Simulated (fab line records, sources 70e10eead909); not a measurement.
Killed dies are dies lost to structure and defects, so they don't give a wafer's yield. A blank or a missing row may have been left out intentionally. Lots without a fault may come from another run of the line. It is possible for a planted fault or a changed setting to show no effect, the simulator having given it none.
Matching of chambers    flow nand_harc    ald_hk-03 running NHARC_A_CHANNEL_FILL_D2_ALD_02: 4 sister chambers
The step deposits SiO2, target thk 6 nm, pulse time 10 s, ald cycles 60. 8 wafers are shown with their chamber, then 8 later ones without.

## WAFERS WITH THEIR CHAMBER
wafer   chamber  heater_power_w (W)  precursor_pulse_height_rel
L088.3  2        399                 1.008
L088.4  1        461                 1.019
L089.2  1        457                 0.971
L089.4  2        404                 0.996
L087.1  0        473                 0.998
L087.2  3        458                 0.969
L087.6  3        463                 1.028
L092.4  0        477                 1.052

## WAFERS WITH NO CHAMBER GIVEN
wafer   heater_power_w (W)  precursor_pulse_height_rel
L092.5  455                 0.992
L092.6  392                 1.039
L094.2  461                 0.988
L094.4  392                 1.001
L094.5  450                 0.989
L095.1  453                 1.024
L095.2  486                 1.019
L095.5  465                 1.038

## CHAMBER TAKEN BY EACH
wafer   from the rows above           in truth
L092.5  can't be placed: 1 or 3       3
L092.6  2                             2
L094.2  can't be placed: 3 or 1       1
L094.4  2                             2
L094.5  can't be placed: 1 or 3       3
L095.1  can't be placed: 1 or 3       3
L095.2  0                             0
L095.5  can't be placed: 3 or 1 or 0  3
Placed correctly: 3 of 8. From these rows, 5 cannot be placed; in 5 the true chamber is one of the candidates. Wrongly placed: 0.
How it was worked out, from the rows above alone: a wafer's distance from a chamber is the root of the sum, over the readings, of the square of ((its reading less the chamber's mean) divided by the reading's scatter). The wafer belongs to the nearest chamber; if the next one is less than 2 further off, it can't be placed. The mean given for a chamber averages the wafers shown for that chamber. The scatter: the root of (the sum of the squares of (reading less its chamber's mean) over the shown wafers, divided by (wafers less chambers)).
